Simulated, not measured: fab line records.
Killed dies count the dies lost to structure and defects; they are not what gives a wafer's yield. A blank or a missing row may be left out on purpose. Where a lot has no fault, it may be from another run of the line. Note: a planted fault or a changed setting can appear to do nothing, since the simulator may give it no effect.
Chamber matching	flow nand-harc	rie-diel-07 running NHARC_A_ZERO_WELL_DESCUM_12: 4 sister chambers
The step chemistry O2, time 3 s. 4 wafers are shown with their chamber, then 12 later ones without.

== WAFERS PAIRED WITH THEIR CHAMBERS ==
wafer	chamber	showerhead-plenum-p-Torr (Torr)
L090.3	0	2.00
L090.4	3	2.06
L092.5	2	2.04
L092.6	1	1.96

== WAFERS MISSING THEIR CHAMBER ==
wafer	showerhead-plenum-p-Torr (Torr)
L094.2	2.04
L094.4	2.00
L094.6	2.04
L095.2	2.04
L095.3	1.96
L095.5	1.99
L096.1	2.06
L096.2	2.04
L096.3	1.99
L097.2	2.06
L097.4	1.99
L097.6	2.06

== CHAMBER TAKEN BY EACH ==
wafer	from the rows above	in truth
L094.2	2	2
L094.4	0	0
L094.6	2	2
L095.2	2	2
L095.3	1	1
L095.5	0	0
L096.1	3	3
L096.2	2	2
L096.3	0	0
L097.2	3	3
L097.4	0	0
L097.6	3	3
Correct placement for 12 of the 12. Can't be placed from these rows: 0. 0 placed wrongly.
How it was worked out, from the rows above alone: a wafer's distance from a chamber is the root of the sum, over the readings, of the square of ((its reading less the chamber's mean) divided by the reading's scatter). If the next closest chamber is less than 2 further off than the closest, the wafer can't be placed; otherwise it belongs to the closest. The mean given for a chamber averages the wafers shown for that chamber. The scatter: with one shown wafer a chamber, the root of the mean of the squares of how far each hidden wafer lies from its nearest shown one.
